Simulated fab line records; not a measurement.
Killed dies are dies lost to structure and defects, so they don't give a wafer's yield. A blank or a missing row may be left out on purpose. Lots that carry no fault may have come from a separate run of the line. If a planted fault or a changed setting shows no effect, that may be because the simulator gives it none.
Chamber matching || flow n5Finfet || N5_BEOL_M12_CMP_49 on cmp-04: 4 sister chambers
The step polishes, stops on SiOC, t overpolish 20.6 s, target thk 320 nm. 4 wafers are shown with their chamber, then 8 later ones without.

WAFERS PAIRED WITH THEIR CHAMBERS
{"wafer": "L086.2", "chamber": 2, "motorCurrentA (A)": 5.6}
{"wafer": "L094.2", "chamber": 0, "motorCurrentA (A)": 5.5}
{"wafer": "L094.4", "chamber": 3, "motorCurrentA (A)": 6.4}
{"wafer": "L093.3", "chamber": 1, "motorCurrentA (A)": 6.7}

WAFERS WHOSE CHAMBER IS MISSING
{"wafer": "L093.4", "motorCurrentA (A)": 5.5}
{"wafer": "L093.6", "motorCurrentA (A)": 5.3}
{"wafer": "L096.1", "motorCurrentA (A)": 5.7}
{"wafer": "L096.3", "motorCurrentA (A)": 5.5}
{"wafer": "L096.5", "motorCurrentA (A)": 5.4}
{"wafer": "L095.1", "motorCurrentA (A)": 5.5}
{"wafer": "L095.3", "motorCurrentA (A)": 6.6}
{"wafer": "L095.6", "motorCurrentA (A)": 5.4}

CHAMBER TAKEN BY EACH
{"wafer": "L093.4", "from the rows above": "can't be placed: 0 or 2", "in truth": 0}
{"wafer": "L093.6", "from the rows above": "can't be placed: 0 or 2", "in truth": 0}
{"wafer": "L096.1", "from the rows above": "can't be placed: 2 or 0", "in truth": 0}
{"wafer": "L096.3", "from the rows above": "can't be placed: 0 or 2", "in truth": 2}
{"wafer": "L096.5", "from the rows above": "can't be placed: 0 or 2", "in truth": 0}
{"wafer": "L095.1", "from the rows above": "can't be placed: 0 or 2", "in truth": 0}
{"wafer": "L095.3", "from the rows above": "can't be placed: 1 or 3", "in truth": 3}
{"wafer": "L095.6", "from the rows above": "can't be placed: 0 or 2", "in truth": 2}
Placed correctly: 0 of 8. Unplaceable from these rows: 8, with the true chamber sitting among the candidates in 8. Wrongly placed: 0.
How it was worked out, from the rows above alone: a wafer's distance from a chamber is the root of the sum, over the readings, of the square of ((its reading less the chamber's mean) divided by the reading's scatter). If the next closest chamber is less than 2 further off than the closest, the wafer can't be placed; otherwise it belongs to the closest. For every chamber, the mean is computed from those of its wafers that are shown. The scatter: root of mean squared gap, hidden wafer to nearest shown wafer, with one shown wafer a chamber.
